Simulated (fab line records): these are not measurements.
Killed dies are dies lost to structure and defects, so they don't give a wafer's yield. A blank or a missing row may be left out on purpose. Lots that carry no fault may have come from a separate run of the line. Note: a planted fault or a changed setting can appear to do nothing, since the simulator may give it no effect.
Which of the tools did it? | flow nand_harc | 72 wafers from 24 lots sampled at 5 of the route's 1159 steps

## WHAT THE GAUGES READ, wafer by wafer
NHARC_A_CONTACT_INSPECT_71.
lot  | measured     | on                | raw_defect_count
L075 | day 16 15:38 | defect_inspect-01 | 28 39 33
L074 | day 16 15:52 | defect_inspect-02 | 25 18 23
L077 | day 16 19:20 | defect_inspect-01 | 10 11 11
L076 | day 16 19:38 | defect_inspect-02 | 32 48 33
L079 | day 17 11:08 | defect_inspect-01 | 27 22 25
L078 | day 17 12:52 | defect_inspect-01 | 21 17 29
L081 | day 18 13:05 | defect_inspect-01 | 34 36 37
L080 | day 18 13:31 | defect_inspect-02 | 19 13 13
L085 | day 19 05:17 | defect_inspect-02 | 33 22 25
L084 | day 19 09:00 | defect_inspect-01 | 38 31 27
L082 | day 19 09:24 | defect_inspect-01 | 49 49 45
L083 | day 19 18:08 | defect_inspect-02 | 11 12 15
L087 | day 19 22:12 | defect_inspect-01 | 36 47 35
L086 | day 20 03:10 | defect_inspect-01 | 24 21 16
L089 | day 20 04:28 | defect_inspect-02 | 32 35 37
L088 | day 20 06:17 | defect_inspect-02 | 55 38 39
L090 | day 20 15:13 | defect_inspect-01 | 34 32 44
L092 | day 20 16:58 | defect_inspect-02 | 9 8 19
L091 | day 20 18:53 | defect_inspect-02 | 42 30 32
L094 | day 21 05:29 | defect_inspect-02 | 33 32 39
L093 | day 21 10:46 | defect_inspect-01 | 50 52 57
L096 | day 22 00:38 | defect_inspect-01 | 16 12 12
L095 | day 22 02:04 | defect_inspect-02 | 60 59 50
L097 | day 22 15:17 | defect_inspect-01 | 11 21 20

NHARC_A_CONTACT_CD_MEAS_80.
lot  | measured     | on        | cd_nm (nm)
L075 | day 16 18:58 | cd_sem-01 | 189.5 188.1 189.6
L074 | day 16 19:14 | cd_sem-03 | 189.5 190.9 190.9
L077 | day 16 23:20 | cd_sem-01 | 189.2 188.8 190.5
L076 | day 16 23:08 | cd_sem-03 | 189.0 189.1 189.1
L079 | day 17 14:50 | cd_sem-03 | 189.4 190.7 189.5
L078 | day 17 16:10 | cd_sem-02 | 188.2 188.5 188.9
L081 | day 18 16:37 | cd_sem-02 | 189.1 189.2 190.0
L080 | day 18 17:00 | cd_sem-01 | 190.2 190.2 190.1
L085 | day 19 08:39 | cd_sem-01 | 190.0 189.4 189.7
L084 | day 19 12:31 | cd_sem-03 | 189.9 189.8 190.2
L082 | day 19 12:43 | cd_sem-02 | 189.3 189.5 189.6
L083 | day 19 22:02 | cd_sem-03 | 190.2 189.0 188.7
L087 | day 20 01:39 | cd_sem-02 | 190.6 190.9 190.4
L086 | day 20 06:29 | cd_sem-01 | 189.7 189.6 189.5
L089 | day 20 07:53 | cd_sem-02 | 189.6 189.3 189.4
L088 | day 20 09:40 | cd_sem-03 | 190.0 190.0 190.5
L090 | day 20 19:01 | cd_sem-01 | 190.0 190.0 189.4
L092 | day 20 20:47 | cd_sem-02 | 190.1 190.0 189.6
L091 | day 20 22:24 | cd_sem-03 | 189.0 189.7 190.7
L094 | day 21 08:48 | cd_sem-02 | 189.2 189.1 189.5
L093 | day 21 14:04 | cd_sem-03 | 190.5 190.6 190.7
L096 | day 22 03:59 | cd_sem-03 | 190.6 189.9 190.3
L095 | day 22 05:52 | cd_sem-03 | 191.0 190.4 191.4
L097 | day 22 18:37 | cd_sem-02 | 189.2 189.8 190.4

NHARC_A_BLC_OVL_MEAS_11.
lot  | measured     | on         | overlay_x_nm (nm) | overlay_y_nm (nm)
L075 | day 17 09:49 | overlay-02 | -0.9 -0.1 -0.6    | -0.4 -0.6 -0.2
L074 | day 17 10:41 | overlay-01 | 0.6 -0.2 0.4      | -0.9 -0.7 -1.3
L077 | day 17 12:43 | overlay-02 | -0.5 -0.5 -0.4    | 0.6 1.1 0.5
L076 | day 17 11:17 | overlay-01 | -0.4 -0.3 0.2     | 0.1 0.2 0.1
L079 | day 18 01:35 | overlay-01 | 1.0 1.3 0.8       | 1.9 1.5 2.0
L078 | day 18 01:55 | overlay-01 | -0.6 -0.4 -1.1    | 0.7 0.6 0.8
L081 | day 19 05:16 | overlay-01 | 0.7 -0.3 -0.2     | -0.9 -1.2 -1.1
L080 | day 19 06:02 | overlay-02 | 0.0 0.6 0.0       | -0.3 0.7 -0.1
L085 | day 19 17:29 | overlay-01 | 1.1 0.9 0.8       | -1.0 -0.6 -1.1
L084 | day 20 00:10 | overlay-02 | -0.3 -0.6 -0.6    | -0.5 0.1 -0.7
L082 | day 20 01:02 | overlay-01 | 0.8 0.6 0.8       | -0.4 -0.4 -0.2
L083 | day 20 10:19 | overlay-02 | -1.2 -1.3 -1.4    | 1.0 1.4 0.7
L087 | day 20 11:04 | overlay-01 | -0.6 -0.8 -1.5    | 0.3 0.0 0.2
L086 | day 20 21:34 | overlay-02 | 0.3 0.4 0.8       | 1.3 1.3 0.7
L089 | day 20 22:50 | overlay-01 | -0.6 -0.7 -1.1    | 0.8 0.7 0.8
L088 | day 20 23:34 | overlay-02 | 0.7 -0.1 -0.1     | 0.5 0.5 0.8
L090 | day 21 15:44 | overlay-01 | 0.0 -0.3 0.4      | -0.1 0.3 -0.1
L092 | day 21 16:04 | overlay-02 | 0.4 0.2 -0.1      | 1.1 0.9 1.3
L091 | day 21 16:47 | overlay-02 | -0.9 -0.9 -0.3    | -1.0 -1.2 -0.8
L094 | day 21 20:53 | overlay-02 | 0.2 0.9 0.4       | 0.0 -0.3 -0.3
L093 | day 22 03:47 | overlay-01 | -0.6 -1.0 -0.7    | -1.7 -1.9 -1.4
L096 | day 22 16:42 | overlay-02 | -0.9 -0.9 -0.7    | -0.4 0.2 -0.2
L095 | day 22 18:05 | overlay-01 | -0.6 -0.4 -0.2    | 1.5 1.3 1.7
L097 | day 23 09:37 | overlay-02 | 0.2 0.2 0.9       | 0.7 0.4 1.2

## WHAT TOOL EACH LOT RAN ON (gives the tool, then ch and the chambers of the sampled wafers, and finally the start)
lot  | NHARC_A_CONTACT_ETCH_120             | NHARC_A_CONTACT_DESCUM_74
L075 | har_cap_etch-03 ch 0,1, day 16 07:48 | rie_diel-04 ch 0,3, day 16 15:41
L074 | har_cap_etch-02 ch 0, day 16 08:55   | rie_diel-13 ch 1,2,3, day 16 15:56
L077 | har_cap_etch-02 ch 0,1, day 16 13:52 | rie_diel-13 ch 0,1,3, day 16 19:25
L076 | har_cap_etch-01 ch 0,1, day 16 14:22 | rie_diel-04 ch 0,1,3, day 16 19:43
L079 | har_cap_etch-01 ch 1, day 17 06:37   | rie_diel-04 ch 2,3, day 17 11:11
L078 | har_cap_etch-03 ch 0,1, day 17 07:04 | rie_diel-06 ch 0,1, day 17 12:55
L081 | har_cap_etch-01 ch 0,1, day 18 07:08 | rie_diel-04 ch 0,1,3, day 18 13:09
L080 | har_cap_etch-03 ch 0,1, day 18 08:36 | rie_diel-04 ch 0,1,3, day 18 13:35
L085 | har_cap_etch-03 ch 0,1, day 18 21:48 | rie_diel-06 ch 0,3, day 19 05:21
L084 | har_cap_etch-03 ch 0,1, day 19 04:02 | rie_diel-13 ch 0,3, day 19 09:08
L082 | har_cap_etch-02 ch 0,1, day 19 04:35 | rie_diel-04 ch 0,1,3, day 19 09:28
L083 | har_cap_etch-03 ch 0,1, day 19 09:56 | rie_diel-13 ch 0,1, day 19 18:11
L087 | har_cap_etch-02 ch 0,1, day 19 17:07 | rie_diel-04 ch 0,1,2, day 19 22:16
L086 | har_cap_etch-02 ch 1, day 19 22:26   | rie_diel-04 ch 0,1,3, day 20 03:13
L089 | har_cap_etch-03 ch 0,1, day 19 23:33 | rie_diel-06 ch 0,1, day 20 04:32
L088 | har_cap_etch-02 ch 0,1, day 20 01:29 | rie_diel-04 ch 0,1,2, day 20 06:22
L090 | har_cap_etch-03 ch 0,1, day 20 08:54 | rie_diel-13 ch 0,1,2, day 20 15:17
L092 | har_cap_etch-02 ch 0,1, day 20 11:29 | rie_diel-13 ch 1,2,3, day 20 17:03
L091 | har_cap_etch-03 ch 0,1, day 20 13:11 | rie_diel-13 ch 0,2,3, day 20 18:57
L094 | har_cap_etch-03 ch 0,1, day 21 00:01 | rie_diel-04 ch 0,1, day 21 05:33
L093 | har_cap_etch-03 ch 0,1, day 21 05:24 | rie_diel-13 ch 1,2,3, day 21 10:50
L096 | har_cap_etch-02 ch 0,1, day 21 19:19 | rie_diel-04 ch 0,2,3, day 22 00:43
L095 | har_cap_etch-03 ch 0,1, day 21 21:25 | rie_diel-13 ch 2,3, day 22 02:07
L097 | har_cap_etch-01 ch 1, day 22 08:07   | rie_diel-04 ch 1,2,3, day 22 15:22
- NHARC_A_CONTACT_ETCH_120: etches the open film in C4F8/O2/Ar, time 94 s, target depth 922 nm.
- NHARC_A_CONTACT_DESCUM_74: chemistry O2, time 3 s.

## WHAT THE TOOLS THEMSELVES READ (means of the sampled wafers that have a number; where no wafer has one, the mark that the record gives instead)
NHARC_A_CONTACT_ETCH_120.
lot  | tool            | chamber_pressure_mTorr (mTorr)
L075 | har_cap_etch-03 | 19.985
L074 | har_cap_etch-02 | 20.016
L077 | har_cap_etch-02 | 19.984
L076 | har_cap_etch-01 | 19.984
L079 | har_cap_etch-01 | 19.997
L078 | har_cap_etch-03 | 20.011
L081 | har_cap_etch-01 | 19.998
L080 | har_cap_etch-03 | 19.982
L085 | har_cap_etch-03 | 19.993
L084 | har_cap_etch-03 | 20.015
L082 | har_cap_etch-02 | 19.988
L083 | har_cap_etch-03 | 20.006
L087 | har_cap_etch-02 | 20.013
L086 | har_cap_etch-02 | 20.017
L089 | har_cap_etch-03 | 20.013
L088 | har_cap_etch-02 | 20.006
L090 | har_cap_etch-03 | 20.009
L092 | har_cap_etch-02 | 19.987
L091 | har_cap_etch-03 | 20.016
L094 | har_cap_etch-03 | 19.990
L093 | har_cap_etch-03 | 20.007
L096 | har_cap_etch-02 | 19.992
L095 | har_cap_etch-03 | 19.990
L097 | har_cap_etch-01 | 19.994

NHARC_A_CONTACT_DESCUM_74.
lot  | tool        | chamber_pressure_mTorr (mTorr) | drypump_motor_current_A (A) | oes_product_au (a.u.) | rf_vpp_V (V) | showerhead_plenum_p_Torr (Torr) | throttle_valve_pct (%)
L075 | rie_diel-04 | 60.00                          | 5.6                         | 1.004                 | 58.2         | 1.91                            | 11.304
L074 | rie_diel-13 | 59.98                          | 5.7                         | 0.998                 | 57.5         | 1.88                            | 11.300
L077 | rie_diel-13 | 60.03                          | 5.4                         | 1.001                 | 56.5         | 1.83                            | 11.309
L076 | rie_diel-04 | 59.98                          | 5.5                         | 1.000                 | 58.1         | 1.94                            | 11.311
L079 | rie_diel-04 | 59.97                          | 5.6                         | 0.999                 | 58.2         | 1.86                            | 11.299
L078 | rie_diel-06 | 59.97                          | 6.1                         | 1.002                 | 58.7         | 1.96                            | 11.305
L081 | rie_diel-04 | 59.99                          | 5.5                         | 1.001                 | 57.5         | 1.93                            | 11.311
L080 | rie_diel-04 | 59.95                          | 5.4                         | 1.005                 | 58.3         | 1.93                            | 11.320
L085 | rie_diel-06 | 59.96                          | 6.2                         | 1.006                 | 57.8         | 2.03                            | 11.310
L084 | rie_diel-13 | 60.01                          | 5.5                         | 0.999                 | 58.1         | 1.81                            | 11.314
L082 | rie_diel-04 | 59.98                          | 5.5                         | 1.008                 | 58.6         | 1.93                            | 11.312
L083 | rie_diel-13 | 59.96                          | 5.5                         | 1.007                 | 57.4         | 1.88                            | 11.313
L087 | rie_diel-04 | 59.97                          | 5.7                         | 1.006                 | 58.8         | 1.95                            | 11.316
L086 | rie_diel-04 | 59.95                          | 5.5                         | 0.996                 | 58.3         | 1.93                            | 11.316
L089 | rie_diel-06 | 59.94                          | 6.1                         | 1.002                 | 58.3         | 1.95                            | 11.311
L088 | rie_diel-04 | 60.00                          | 5.7                         | 0.998                 | 57.6         | 1.95                            | 11.318
L090 | rie_diel-13 | 59.98                          | 5.8                         | 1.004                 | 57.4         | 1.92                            | 11.314
L092 | rie_diel-13 | 60.02                          | 5.8                         | 0.998                 | 57.6         | 1.97                            | 11.319
L091 | rie_diel-13 | 60.02                          | 5.8                         | 1.001                 | 58.2         | 2.01                            | 11.313
L094 | rie_diel-04 | 60.00                          | 5.7                         | 0.999                 | 57.3         | 1.97                            | 11.305
L093 | rie_diel-13 | 59.96                          | 5.8                         | 1.001                 | 57.5         | 1.97                            | 11.301
L096 | rie_diel-04 | 60.06                          | 5.6                         | 0.997                 | 57.7         | 1.88                            | 11.313
L095 | rie_diel-13 | 60.01                          | 5.8                         | 0.995                 | 58.8         | 2.06                            | 11.308
L097 | rie_diel-04 | 59.99                          | 5.5                         | 0.997                 | 56.7         | 1.91                            | 11.307

## THE ANSWER, worked out from the rows above alone
Rule: what is usual is taken from the lots themselves. The widest of any qualifying gaps counts: lots, ordered by their means at a reading, are off when they make up no more than a third of the lots, leave a main group of 4 or more, and stand apart from it by 3 or more times the standard deviation of that group's means. A main group is skipped when, at the precision printed for the reading in the tables above, its means are all equal. Also off: a lot with no number at a reading for which 4 or more lots have one. All remaining lots with rows at the step are treated as sound. After the gauges, taken in route order, come the tools' own readings; for these a lot's mean is taken, as printed above. The first step at which some lot is off is used, and at that step the reading that is off furthest; a lot without a number counts as furthest.
Nothing can be told from this: no lot is off at any reading shown.

## WHAT HAD BEEN PUT IN BY THE SIMULATOR
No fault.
